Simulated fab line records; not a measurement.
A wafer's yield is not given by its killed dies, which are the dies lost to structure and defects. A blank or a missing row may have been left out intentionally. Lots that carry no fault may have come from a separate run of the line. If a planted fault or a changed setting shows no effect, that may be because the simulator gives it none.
What tool caused it? | flow n5-finfet | 45 wafers from 15 lots sampled at 8 of the route's 1938 steps

== WHAT THE GAUGES SHOWED, per wafer ==
N5_BEOL_M1_RS_MEAS_58: measures by four-point-probe. Usual: M1_RS 0.67 ohm/sq, standard deviation 0.036.
lot  | measured     | on            | M1_RS (ohm/sq) | flag
L656 | day 6 18:07  | film-metro-02 | 0.66 0.61 0.70 |
L657 | day 7 06:24  | film-metro-01 | 0.71 0.66 0.61 |
L658 | day 7 16:13  | film-metro-02 | 0.67 0.62 0.61 |
L659 | day 7 18:02  | film-metro-01 | 0.65 0.62 0.70 |
L660 | day 7 21:01  | film-metro-02 | 0.67 0.70 0.70 |
L661 | day 8 03:19  | film-metro-01 | 0.67 0.69 0.66 |
L663 | day 8 16:51  | film-metro-01 | 0.69 0.72 0.76 |
L669 | day 11 04:04 | film-metro-01 | 0.66 0.71 0.66 |
L670 | day 11 05:46 | film-metro-02 | 0.75 0.75 0.71 |
L671 | day 11 09:17 | film-metro-02 | 0.61 0.61 0.61 |
L672 | day 11 20:44 | film-metro-02 | 0.69 0.67 0.67 |
L674 | day 12 01:40 | film-metro-02 | 0.67 0.69 0.64 |
L675 | day 12 04:07 | film-metro-01 | 0.70 0.65 0.66 |
L677 | day 12 06:00 | film-metro-02 | 0.65 0.69 0.63 |
L678 | day 12 12:40 | film-metro-02 | 0.68 0.76 0.61 |

N5_BEOL_M2_CD_MEAS_18: pitch 36 nm, target cd 18 nm. Usual: 18.1 nm for cd-nm, sd 0.36.
lot  | measured     | on        | cd-nm (nm)     | flag
L656 | day 6 20:56  | cd-sem-02 | 18.2 18.6 18.3 |
L657 | day 7 09:07  | cd-sem-01 | 18.2 18.4 18.1 |
L658 | day 7 17:49  | cd-sem-02 | 18.1 17.8 18.1 |
L659 | day 7 20:49  | cd-sem-03 | - - -          | OFF
L660 | day 8 00:16  | cd-sem-03 | - - -          | OFF
L661 | day 8 05:05  | cd-sem-03 | - - -          | OFF
L663 | day 8 18:21  | cd-sem-01 | 17.2 17.8 18.1 |
L669 | day 11 06:29 | cd-sem-03 | 18.5 17.4 18.9 |
L670 | day 11 07:29 | cd-sem-03 | 17.5 18.1 18.1 |
L671 | day 11 10:59 | cd-sem-03 | 18.3 18.5 17.8 |
L672 | day 11 22:43 | cd-sem-02 | 18.2 18.3 18.2 |
L674 | day 12 04:25 | cd-sem-03 | 18.6 18.6 17.8 |
L675 | day 12 05:52 | cd-sem-02 | 18.7 17.9 18.2 |
L677 | day 12 07:16 | cd-sem-01 | 17.7 18.3 17.7 |
L678 | day 12 13:58 | cd-sem-01 | 18.1 18.2 18.5 |

N5_BEOL_M4_RC_MEAS_101. Usual: DIBL_N 36.0 mV/V, standard deviation 1.9; DIBL_P 35.6 mV/V, standard deviation 2.2; IOFF_N 0.15 nA/um, standard deviation 0.031; IOFF_P 0.19 nA/um, standard deviation 0.032; ION_N 668 uA/um, standard deviation 11; ION_P 455 uA/um, standard deviation 7.2; SS_N 71.5 mV/dec, standard deviation 0.65; SS_P 73.4 mV/dec, standard deviation 0.64; VT_N 251 mV, standard deviation 3.6; VT_P -253 mV, standard deviation 3.3.
lot  | measured     | on        | DIBL_N (mV/V)  | DIBL_P (mV/V)  | IOFF_N (nA/um) | IOFF_P (nA/um) | ION_N (uA/um) | ION_P (uA/um) | SS_N (mV/dec)  | SS_P (mV/dec)  | VT_N (mV)   | VT_P (mV)      | flag
L656 | day 9 01:53  | prober-02 | 35.0 35.1 36.2 | 34.2 34.4 36.1 | 0.11 0.12 0.13 | 0.14 0.14 0.16 | 661 658 669   | 445 444 453   | 72.1 71.0 71.8 | 72.7 72.9 73.5 | 258 254 252 | -259 -256 -258 |
L657 | day 9 06:52  | prober-01 | 34.8 36.2 36.5 | 34.5 35.2 35.6 | 0.13 0.15 0.15 | 0.17 0.17 0.17 | 647 663 655   | 445 453 441   | 71.1 70.9 71.8 | 72.7 72.5 73.5 | 252 254 251 | -253 -253 -254 |
L658 | day 10 10:39 | prober-02 | 38.1 36.1 35.0 | 37.8 36.1 33.9 | 0.20 0.16 0.15 | 0.23 0.20 0.17 | 685 676 665   | 463 459 453   | 71.4 71.4 71.7 | 73.6 73.3 72.9 | 241 251 251 | -249 -253 -254 |
L663 | day 11 08:01 | prober-02 | 34.0 34.2 32.9 | 33.2 32.6 32.8 | 0.12 0.12 0.11 | 0.19 0.17 0.17 | 650 660 665   | 452 453 458   | 71.2 71.1 71.4 | 72.7 72.7 72.7 | 255 257 254 | -251 -255 -254 |
L669 | day 13 09:55 | prober-02 | 38.4 37.1 35.3 | 38.4 36.7 34.2 | 0.19 0.15 0.12 | 0.22 0.20 0.16 | 677 670 670   | 462 460 461   | 70.7 71.2 70.6 | 74.3 72.8 72.8 | 246 252 252 | -246 -250 -255 |
L670 | day 13 17:46 | prober-01 | 36.3 35.7 36.9 | 38.5 36.3 38.1 | 0.16 0.16 0.18 | 0.21 0.17 0.20 | 666 666 668   | 458 445 458   | 71.4 72.0 72.0 | 73.7 73.4 73.8 | 248 249 251 | -253 -258 -256 |
L671 | day 13 20:47 | prober-01 | 34.9 35.5 33.6 | 35.3 36.0 34.6 | 0.14 0.15 0.13 | 0.18 0.20 0.18 | 667 662 667   | 454 450 461   | 71.1 71.2 71.0 | 73.0 73.4 73.0 | 251 249 251 | -253 -248 -252 |
L672 | day 14 10:49 | prober-01 | 38.0 36.8 38.8 | 36.6 34.7 37.1 | 0.17 0.14 0.18 | 0.21 0.18 0.21 | 677 666 683   | 463 459 461   | 70.9 71.3 72.0 | 74.0 73.7 73.4 | 249 248 248 | -251 -253 -250 |
L674 | day 14 19:54 | prober-01 | 37.3 36.7 38.7 | 36.5 35.3 39.4 | 0.17 0.15 0.21 | 0.20 0.18 0.25 | 679 665 686   | 457 451 462   | 71.4 72.2 72.4 | 73.6 72.7 73.9 | 247 250 243 | -251 -253 -251 |
L675 | day 14 10:26 | prober-02 | 35.0 35.7 36.2 | 34.7 34.8 35.4 | 0.14 0.15 0.14 | 0.19 0.18 0.19 | 672 666 658   | 460 452 449   | 71.3 72.6 71.9 | 73.9 74.2 73.3 | 254 251 256 | -254 -253 -252 |
L677 | day 14 21:43 | prober-02 | 33.1 34.7 34.6 | 33.5 35.8 37.0 | 0.11 0.13 0.14 | 0.13 0.16 0.17 | 662 666 665   | 444 443 449   | 70.6 71.6 71.9 | 72.9 73.6 74.3 | 259 255 252 | -262 -262 -259 |
L678 | day 16 01:31 | prober-01 | 34.9 34.3 37.0 | 33.6 33.6 36.7 | 0.13 0.12 0.16 | 0.17 0.18 0.24 | 671 653 684   | 460 451 469   | 71.2 70.9 71.4 | 73.1 73.2 74.6 | 250 254 248 | -252 -253 -246 |

== WHAT TOOL EACH LOT RAN ON (gives the tool, then ch and the chambers of the sampled wafers, and finally the start) ==
lot  | N5_BEOL_M1_CO_CAP_55             | N5_BEOL_M2_ETCH_63                 | N5_BEOL_M2_ETCH_64                 | N5_BEOL_M2_HM_OPEN_17             | N5_BEOL_M2_STRIP_19
L656 | cvd-co-01 ch 0,1, day 6 17:56    | rie-diel-01 ch 0,2, day 6 20:28    | rie-diel-01 ch 0,2, day 6 20:29    | rie-metal-02 ch 1, day 6 20:42    | rie-diel-04 ch 0,1, day 6 20:52
L657 | cvd-co-02 ch 0,1,2, day 7 06:13  | rie-diel-01 ch 2,3, day 7 08:43    | rie-diel-01 ch 2,3, day 7 08:45    | rie-metal-01 ch 0,1, day 7 08:57  | rie-diel-01 ch 0,2,3, day 7 09:02
L658 | cvd-co-02 ch 0,2, day 7 16:02    | rie-diel-01 ch 0,2, day 7 17:25    | rie-diel-01 ch 0,2, day 7 17:27    | rie-metal-03 ch 0,1, day 7 17:38  | rie-diel-01 ch 1,2, day 7 17:44
L659 | cvd-co-02 ch 0,1,2, day 7 17:51  | rie-diel-04 ch 0,1,2, day 7 20:25  | rie-diel-04 ch 0,1,2, day 7 20:27  | rie-metal-01 ch 0,1, day 7 20:38  | rie-diel-04 ch 0,2,3, day 7 20:44
L660 | cvd-co-02 ch 0,1,2, day 7 20:50  | rie-diel-04 ch 0,2,3, day 7 23:41  | rie-diel-04 ch 0,2,3, day 7 23:43  | rie-metal-01 ch 0,1, day 7 23:53  | rie-diel-06 ch 1,2,3, day 8 00:12
L661 | cvd-co-01 ch 1,2, day 8 03:06    | rie-diel-04 ch 0,2, day 8 04:34    | rie-diel-04 ch 0,2, day 8 04:36    | rie-metal-02 ch 0,1, day 8 04:46  | rie-diel-04 ch 0,3, day 8 05:01
L663 | cvd-co-01 ch 0,1,2, day 8 16:40  | rie-diel-06 ch 0,1,2, day 8 17:58  | rie-diel-06 ch 0,1,2, day 8 17:59  | rie-metal-03 ch 0,1, day 8 18:11  | rie-diel-04 ch 0,1, day 8 18:16
L669 | cvd-co-01 ch 1,2, day 11 03:53   | rie-diel-01 ch 0,3, day 11 06:07   | rie-diel-01 ch 0,3, day 11 06:08   | rie-metal-03 ch 0,1, day 11 06:19 | rie-diel-04 ch 0,2, day 11 06:25
L670 | cvd-co-01 ch 0,2, day 11 05:35   | rie-diel-04 ch 0,1,3, day 11 07:06 | rie-diel-04 ch 0,1,3, day 11 07:08 | rie-metal-03 ch 0,1, day 11 07:18 | rie-diel-04 ch 0,1, day 11 07:25
L671 | cvd-co-01 ch 0,1,2, day 11 09:07 | rie-diel-01 ch 0,3, day 11 10:28   | rie-diel-01 ch 0,3, day 11 10:29   | rie-metal-01 ch 0,1, day 11 10:42 | rie-diel-06 ch 0,1,2, day 11 10:54
L672 | cvd-co-02 ch 0,1,2, day 11 20:34 | rie-diel-01 ch 0,2, day 11 22:18   | rie-diel-01 ch 0,2, day 11 22:20   | rie-metal-01 ch 0,1, day 11 22:30 | rie-diel-01 ch 0,1,3, day 11 22:38
L674 | cvd-co-01 ch 1,2, day 12 01:28   | rie-diel-04 ch 1,2, day 12 04:02   | rie-diel-04 ch 1,2, day 12 04:04   | rie-metal-01 ch 0,1, day 12 04:14 | rie-diel-04 ch 0,1,3, day 12 04:21
L675 | cvd-co-02 ch 0,1,2, day 12 03:55 | rie-diel-06 ch 0,2, day 12 05:29   | rie-diel-06 ch 0,2, day 12 05:31   | rie-metal-01 ch 0,1, day 12 05:41 | rie-diel-01 ch 0,1,2, day 12 05:48
L677 | cvd-co-01 ch 0,2, day 12 05:49   | rie-diel-04 ch 0,2,3, day 12 06:47 | rie-diel-04 ch 0,2,3, day 12 06:49 | rie-metal-02 ch 0, day 12 06:59   | rie-diel-01 ch 0,2,3, day 12 07:11
L678 | cvd-co-02 ch 0,1, day 12 12:29   | rie-diel-01 ch 0,1,3, day 12 13:35 | rie-diel-01 ch 0,1,3, day 12 13:37 | rie-metal-02 ch 0,1, day 12 13:47 | rie-diel-01 ch 0,1,3, day 12 13:54
- N5_BEOL_M1_CO_CAP_55: material Co, precursor CCTBA/H2, target thk 2 nm, time 102.1 s.
- N5_BEOL_M2_ETCH_63: etches SiARC in CF4, target depth 15.6 nm, time 26 s.
- N5_BEOL_M2_ETCH_64: etches SOC in N2/H2, target depth 75 nm, overetch 22.5 nm, time 121.9 s.
- N5_BEOL_M2_HM_OPEN_17: chemistry Cl2/BCl3, target TiN, target depth 20 nm, overetch 6 nm.
- N5_BEOL_M2_STRIP_19: strips in O2.

== WHAT THE TOOLS THEMSELVES READ (means of the sampled wafers that have a number; where no wafer has one, the mark that the record gives instead) ==
N5_BEOL_M1_CO_CAP_55. Usual: 243 W for heater-power-w, sd 16.
lot  | tool      | heater-power-w (W) | flag
L656 | cvd-co-01 | 245                |
L657 | cvd-co-02 | 243                |
L658 | cvd-co-02 | 241                |
L659 | cvd-co-02 | 242                |
L660 | cvd-co-02 | 245                |
L661 | cvd-co-01 | 239                |
L663 | cvd-co-01 | 241                |
L669 | cvd-co-01 | 229                |
L670 | cvd-co-01 | 259                |
L671 | cvd-co-01 | 247                |
L672 | cvd-co-02 | 242                |
L674 | cvd-co-01 | 226                |
L675 | cvd-co-02 | 246                |
L677 | cvd-co-01 | 258                |
L678 | cvd-co-02 | 238                |

N5_BEOL_M2_ETCH_63. Usual: bias-w 35.98 W, standard deviation 0.094; cf4-flow-sccm 99.95 sccm, standard deviation 0.29; drypump-motor-current-A 5.7 A, standard deviation 0.37; etch-rf-on-time-s 26.0 s, standard deviation 0.55; oes-product-au 0.69 a.u., standard deviation 0.076; rf-vpp-V 184.6 V, standard deviation 1; showerhead-plenum-p-Torr 2.19 Torr, standard deviation 0.052; throttle-valve-pct 15.4 %, standard deviation 0.33.
lot  | tool        | bias-w (W) | cf4-flow-sccm (sccm) | drypump-motor-current-A (A) | etch-rf-on-time-s (s) | oes-product-au (a.u.) | rf-vpp-V (V) | showerhead-plenum-p-Torr (Torr) | throttle-valve-pct (%) | flag
L656 | rie-diel-01 | 35.90      | 100.11               | 5.9                         | 26.2                  | 0.74                  | 185.2        | 2.25                            | 15.2                   |
L657 | rie-diel-01 | 36.02      | 99.96                | 5.7                         | 25.7                  | 0.73                  | 185.2        | 2.22                            | 15.2                   |
L658 | rie-diel-01 | 36.05      | 99.93                | 5.9                         | 26.4                  | 0.73                  | 185.5        | 2.25                            | 15.2                   |
L659 | rie-diel-04 | -          | -                    | -                           | -                     | -                     | -            | -                               | -                      | OFF
L660 | rie-diel-04 | -          | -                    | -                           | -                     | -                     | -            | -                               | -                      | OFF
L661 | rie-diel-04 | -          | -                    | -                           | -                     | -                     | -            | -                               | -                      | OFF
L663 | rie-diel-06 | 36.00      | 99.76                | 5.4                         | 26.1                  | 0.70                  | 185.1        | 2.18                            | 15.4                   |
L669 | rie-diel-01 | 36.03      | 99.80                | 5.5                         | 25.5                  | 0.73                  | 184.7        | 2.21                            | 15.3                   |
L670 | rie-diel-04 | 35.99      | 100.10               | 5.9                         | 25.8                  | 0.71                  | 184.2        | 2.19                            | 15.4                   |
L671 | rie-diel-01 | 35.94      | 99.97                | 5.4                         | 25.3                  | 0.74                  | 185.5        | 2.21                            | 15.3                   |
L672 | rie-diel-01 | 36.02      | 100.14               | 5.9                         | 26.3                  | 0.71                  | 185.5        | 2.26                            | 15.2                   |
L674 | rie-diel-04 | 35.89      | 99.94                | 6.1                         | 25.8                  | 0.61                  | 183.8        | 2.17                            | 16.0                   |
L675 | rie-diel-06 | 35.97      | 99.90                | 5.5                         | 25.6                  | 0.77                  | 184.6        | 2.18                            | 15.1                   |
L677 | rie-diel-04 | 35.94      | 99.75                | 5.8                         | 25.8                  | 0.69                  | 183.9        | 2.16                            | 15.3                   |
L678 | rie-diel-01 | 35.96      | 99.99                | 5.5                         | 25.9                  | 0.68                  | 185.2        | 2.22                            | 15.5                   |

N5_BEOL_M2_ETCH_64. Usual: bias-w 150.1 W, standard deviation 0.43; chamber-pressure-mTorr 30.00 mTorr, standard deviation 0.03; drypump-motor-current-A 5.7 A, standard deviation 0.37; oes-product-au 0.61 a.u., standard deviation 0.064; rf-vpp-V 525.6 V, standard deviation 2.1; showerhead-plenum-p-Torr 2.60 Torr, standard deviation 0.072; temp-c 40.00 C, standard deviation 0.12; throttle-valve-pct 17.6 %, standard deviation 0.32.
lot  | tool        | bias-w (W) | chamber-pressure-mTorr (mTorr) | drypump-motor-current-A (A) | oes-product-au (a.u.) | rf-vpp-V (V) | showerhead-plenum-p-Torr (Torr) | temp-c (C) | throttle-valve-pct (%) | flag
L656 | rie-diel-01 | 150.8      | 30.00                          | 5.9                         | 0.66                  | 527.9        | 2.70                            | 39.88      | 17.4                   |
L657 | rie-diel-01 | 150.2      | 30.01                          | 5.7                         | 0.64                  | 527.6        | 2.66                            | 40.06      | 17.5                   |
L658 | rie-diel-01 | 149.8      | 29.99                          | 5.9                         | 0.65                  | 528.8        | 2.70                            | 40.06      | 17.4                   |
L659 | rie-diel-04 | 149.8      | 29.97                          | 6.1                         | 0.30                  | 525.3        | 2.58                            | 39.95      | 17.7                   | OFF
L660 | rie-diel-04 | 150.5      | 29.99                          | 5.8                         | 0.33                  | 525.0        | 2.56                            | 40.06      | 17.4                   | OFF
L661 | rie-diel-04 | 149.8      | 30.00                          | 6.0                         | 0.32                  | 524.9        | 2.56                            | 40.08      | 17.5                   | OFF
L663 | rie-diel-06 | 150.0      | 29.99                          | 5.5                         | 0.62                  | 525.2        | 2.59                            | 40.00      | 17.5                   |
L669 | rie-diel-01 | 150.1      | 29.96                          | 5.5                         | 0.65                  | 526.4        | 2.61                            | 40.09      | 17.4                   |
L670 | rie-diel-04 | 150.0      | 30.01                          | 5.9                         | 0.62                  | 526.7        | 2.59                            | 39.96      | 17.6                   |
L671 | rie-diel-01 | 149.9      | 29.98                          | 5.5                         | 0.64                  | 527.0        | 2.61                            | 40.08      | 17.4                   |
L672 | rie-diel-01 | 150.0      | 30.00                          | 5.9                         | 0.63                  | 527.6        | 2.69                            | 39.87      | 17.4                   |
L674 | rie-diel-04 | 150.1      | 29.97                          | 6.1                         | 0.54                  | 525.3        | 2.58                            | 40.03      | 18.1                   |
L675 | rie-diel-06 | 149.7      | 30.02                          | 5.5                         | 0.68                  | 524.9        | 2.59                            | 39.93      | 17.3                   |
L677 | rie-diel-04 | 150.1      | 30.01                          | 5.9                         | 0.62                  | 524.3        | 2.55                            | 40.07      | 17.5                   |
L678 | rie-diel-01 | 150.3      | 30.01                          | 5.5                         | 0.60                  | 527.2        | 2.62                            | 40.03      | 17.6                   |

N5_BEOL_M2_HM_OPEN_17. Usual: drypump-motor-current-A 5.7 A, standard deviation 0.57; he-backside-leak-sccm 3.6 sccm, standard deviation 0.32; oes-product-au 0.69 a.u., standard deviation 0.057; throttle-valve-pct 22.03 %, standard deviation 0.16.
lot  | tool         | drypump-motor-current-A (A) | he-backside-leak-sccm (sccm) | oes-product-au (a.u.) | throttle-valve-pct (%) | flag
L656 | rie-metal-02 | 5.5                         | 3.4                          | 0.61                  | 22.42                  |
L657 | rie-metal-01 | 5.3                         | 3.9                          | 0.67                  | 22.06                  |
L658 | rie-metal-03 | 6.4                         | 3.5                          | 0.74                  | 21.93                  |
L659 | rie-metal-01 | 5.2                         | 3.4                          | 0.29                  | 22.66                  | OFF
L660 | rie-metal-01 | 5.3                         | 3.6                          | 0.29                  | 22.70                  | OFF
L661 | rie-metal-02 | 5.9                         | 3.5                          | 0.30                  | 22.89                  | OFF
L663 | rie-metal-03 | 6.1                         | 4.0                          | 0.75                  | 21.90                  |
L669 | rie-metal-03 | 6.0                         | 3.5                          | 0.74                  | 21.90                  |
L670 | rie-metal-03 | 6.0                         | 3.6                          | 0.74                  | 21.90                  |
L671 | rie-metal-01 | 5.2                         | 3.5                          | 0.65                  | 22.04                  |
L672 | rie-metal-01 | 5.2                         | 3.7                          | 0.64                  | 22.05                  |
L674 | rie-metal-01 | 5.4                         | 3.6                          | 0.65                  | 22.07                  |
L675 | rie-metal-01 | 5.2                         | 3.5                          | 0.65                  | 22.03                  |
L677 | rie-metal-02 | 6.5                         | 3.7                          | 0.76                  | 21.94                  |
L678 | rie-metal-02 | 5.9                         | 3.5                          | 0.65                  | 22.26                  |

N5_BEOL_M2_STRIP_19. Usual: drypump-motor-current-A 5.7 A (standard deviation 0.38); o2-flow-sccm 225.0 sccm (standard deviation 0.52); oes-product-au 0.80 a.u. (standard deviation 0.092); rf-vpp-V 3.7 V (standard deviation 0.47); showerhead-plenum-p-Torr 2.15 Torr (standard deviation 0.061); temp-c 39.99 C (standard deviation 0.099); throttle-valve-pct 16.5 % (standard deviation 0.31).
lot  | tool        | drypump-motor-current-A (A) | o2-flow-sccm (sccm) | oes-product-au (a.u.) | rf-vpp-V (V) | showerhead-plenum-p-Torr (Torr) | temp-c (C) | throttle-valve-pct (%) | flag
L656 | rie-diel-04 | 6.1                         | 225.4               | 0.89                  | 3.3          | 2.18                            | 40.00      | 16.5                   |
L657 | rie-diel-01 | 5.7                         | 225.1               | 0.89                  | 3.9          | 2.20                            | 40.07      | 16.3                   |
L658 | rie-diel-01 | 5.7                         | 225.2               | 0.79                  | 3.9          | 2.20                            | 39.95      | 16.5                   |
L659 | rie-diel-04 | 5.8                         | 224.7               | 0.87                  | 3.3          | 2.14                            | 39.95      | 16.4                   |
L660 | rie-diel-06 | 5.4                         | 225.3               | 0.73                  | 3.6          | 2.09                            | 39.98      | 16.7                   |
L661 | rie-diel-04 | 5.7                         | 224.9               | 0.93                  | 3.2          | 2.17                            | 40.02      | 16.3                   |
L663 | rie-diel-04 | 6.2                         | 224.9               | 0.79                  | 3.8          | 2.17                            | 39.96      | 16.8                   |
L669 | rie-diel-04 | 6.0                         | 224.8               | 0.76                  | 4.0          | 2.11                            | 40.00      | 16.7                   |
L670 | rie-diel-04 | 6.2                         | 224.7               | 0.77                  | 4.1          | 2.16                            | 40.10      | 16.9                   |
L671 | rie-diel-06 | 5.4                         | 225.1               | 0.87                  | 3.7          | 2.13                            | 40.02      | 16.4                   |
L672 | rie-diel-01 | 5.5                         | 225.2               | 0.81                  | 3.6          | 2.16                            | 39.99      | 16.5                   |
L674 | rie-diel-04 | 5.9                         | 224.5               | 0.81                  | 3.3          | 2.16                            | 39.91      | 16.6                   |
L675 | rie-diel-01 | 5.7                         | 224.8               | 0.78                  | 3.6          | 2.19                            | 39.96      | 16.5                   |
L677 | rie-diel-01 | 5.7                         | 225.1               | 0.83                  | 3.6          | 2.18                            | 40.02      | 16.3                   |
L678 | rie-diel-01 | 5.5                         | 224.1               | 0.80                  | 3.6          | 2.16                            | 40.11      | 16.5                   |

== THE ANSWER, worked out from the rows above alone ==
Rule: a lot counts as off when the mean over its wafers that have a number is more than 3 standard deviations away from the usual mean. A lot without any number at a reading at which 4 lots or more have one is off too. All remaining lots with rows at the step are treated as sound. Order of review: gauges by route order, followed by the tools' own readings, for which a lot's mean as printed above is used. At the first step where some lot is off, the reading lying furthest off is the one used; lots without a number count as furthest.
Off at N5_BEOL_M2_CD_MEAS_18 (cd-nm): L659, L660, L661. Without a number there: L659, L660, L661.
A tool fits if, at a process step before that reading, it ran every lot that is off, and no sound lot after the first of them. Not tried: the gauges at N5_BEOL_M2_CD_MEAS_18; whatever is off there is also off at N5_BEOL_M2_ETCH_63, on other tools, and gauge error can't account for it. No candidate that was tried fits.

== WHAT WAS PUT IN BY THE SIMULATOR ==
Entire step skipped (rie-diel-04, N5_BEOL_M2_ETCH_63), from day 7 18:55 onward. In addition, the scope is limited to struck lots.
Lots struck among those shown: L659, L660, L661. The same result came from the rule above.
